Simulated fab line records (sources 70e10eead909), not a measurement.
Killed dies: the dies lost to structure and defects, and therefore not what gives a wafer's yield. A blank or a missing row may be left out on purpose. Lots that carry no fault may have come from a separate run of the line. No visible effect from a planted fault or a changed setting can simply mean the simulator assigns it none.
Chamber matching ; flow nand-harc ; 3 sister chambers for NHARC_P_BONDPAD_DEP_00 on pecvd-02
The step deposits SiCN, target thk 250 nm. 3 wafers are shown with their chamber, then 7 later ones without.

== WAFERS WITH THEIR CHAMBER ==
wafer;chamber;heater-power-w (W)
L363.5;0;544
L363.6;1;467
L367.5;2;473

== WAFERS WITHOUT THEIR CHAMBER ==
wafer;heater-power-w (W)
L367.6;522
L368.1;621
L368.2;568
L368.6;603
L370.3;511
L370.4;544
L370.5;585

== EACH ONE'S CHAMBER ==
wafer;from the rows above;in truth
L367.6;can't be placed: 0 or 2 or 1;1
L368.1;can't be placed: 0 or 2 or 1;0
L368.2;can't be placed: 0 or 2 or 1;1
L368.6;can't be placed: 0 or 2 or 1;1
L370.3;can't be placed: 0 or 2 or 1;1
L370.4;can't be placed: 0 or 2 or 1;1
L370.5;can't be placed: 0 or 2 or 1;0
0 of 7 placed correctly. Cannot be placed on the basis of these rows: 7; the candidates contain the true chamber in 7. Placed wrongly: 0.
How it was worked out, from the rows above alone: a wafer's distance from a chamber is the root of the sum, over the readings, of the square of ((its reading less the chamber's mean) divided by the reading's scatter). The wafer belongs to the nearest chamber; if the next one is less than 2 further off, it can't be placed. Each chamber's mean is taken over the wafers shown for it. The scatter (one wafer shown for each chamber): square how far every hidden wafer sits from the nearest shown wafer, average those squares and take the square root.
